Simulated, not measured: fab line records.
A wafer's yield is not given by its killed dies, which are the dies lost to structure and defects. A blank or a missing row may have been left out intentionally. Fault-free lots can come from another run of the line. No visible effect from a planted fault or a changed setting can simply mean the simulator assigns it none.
Problem report in the 8D (eight disciplines) form, filled by code || flow nand harc || the parts of the form that need people (team, actions taken, sign-off) are left out

1. THE PROBLEM
Mean of cd nm at NHARC_A_M0_CD_MEAS_09: 97.5 nm across 6 wafers in 2 lots; on wafers with no fault it is 80.4 nm (standard deviation 0.58). That is +29 standard deviations from the usual mean.
The step: target cd 80 nm.
Seen first at day 28 04:58 on cd sem-02, wafer L518.3. The record has a number at this step for 42 wafers belonging to 14 lots. Rule for "out", or "out of limits": more than 4 standard deviations from the usual mean. All remaining wafers that have a number are taken as sound.

2. WHAT THIS IS AND IS NOT
{"question": "which readings at this step", "is": "cd nm", "is not": "-"}
{"question": "which lots", "is": "L518, L521", "is not": "L507, L508, L510, L513, L514, L515, L520, L525, L526, L528, L529, L530"}
{"question": "which wafers of those lots", "is": "all that have a number", "is not": "-"}
{"question": "read on which gauges", "is": "cd sem-02", "is not": "cd sem-01, cd sem-03"}
{"question": "when", "is": "from day 28 04:58", "is not": "up to then (21 sound wafers); but 15 sound wafers of L525, L526, L528, L529, L530 came after"}

3. WHAT RULES OUT EACH SUSPECT
Counting: a tool at a process step up to the reading stays a suspect if it ran every lot that is out and no sound lot after the first of them.
- the gauge at NHARC_A_M0_CD_MEAS_09 has been ruled out. All the wafers that are out were read on cd sem-02, but those of them that NHARC_A_M0_PEB_07 has rows for are out there too, on other tools.
- litho track-06 at NHARC_A_M0_PEB_07 (peb time 65 s): kept. All lots that are out passed through it, beginning with L518 at day 28 04:53, and no sound lot followed; its final sound lot before that point was L520 at day 28 02:06. On those wafers its own readings are out: heater power total W, plate temp C.
The count leaves litho track-06 at NHARC_A_M0_PEB_07.

4. THE CAUSE (what the simulator had put in)
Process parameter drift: litho track-06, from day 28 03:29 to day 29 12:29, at NHARC_A_M0_PEB_07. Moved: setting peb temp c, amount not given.
After counting, this tool was the only one left.

5. THE EFFECT CHAIN, in route order
Rows list readings where the struck wafers' mean (over those with a number) sits beyond 3 standard deviations from the usual. Scope: only readings with a usual standard deviation given in the record; hours: median across lots of the time from each lot's start at the first step in this table that gives one to its start at this step; sigmas: change in usual standard deviations.
{"hours": 0, "step": "NHARC_A_M0_PEB_07", "reading": "heater power total W", "usual": "156.6 W", "on struck wafers": 168.8, "change": "+12.2", "sigmas": "+30"}
{"hours": 0, "step": "NHARC_A_M0_PEB_07", "reading": "plate temp C", "usual": "99.99 C", "on struck wafers": 105.59, "change": "+5.60", "sigmas": "+43"}
{"hours": 0, "step": "NHARC_A_M0_CD_MEAS_09", "reading": "cd nm", "usual": "80.4 nm", "on struck wafers": 97.5, "change": "+17.1", "sigmas": "+29"}
{"hours": 1, "step": "NHARC_A_M0_CD_MEAS_16", "reading": "cd nm", "usual": "80.4 nm", "on struck wafers": 97.6, "change": "+17.2", "sigmas": "+21"}
The process steps in it:
- NHARC_A_M0_PEB_07: peb time 65 s.

6. WHAT WOULD HAVE CAUGHT IT SOONER
In this record the first reading out of limits at a measuring or inspecting step was taken at day 28 04:58, 1 hour after the fault began at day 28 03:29.
Tool's own readings at NHARC_A_M0_PEB_07, heater power total W, plate temp C: out on all struck wafers the step has rows for; an alarm limit on them would have tripped on the first.
Among the 2 lots that are out, L521 began NHARC_A_M0_PEB_07 on litho track-06 after day 28 04:58. A tool hold placed at that time would have kept it from harm.
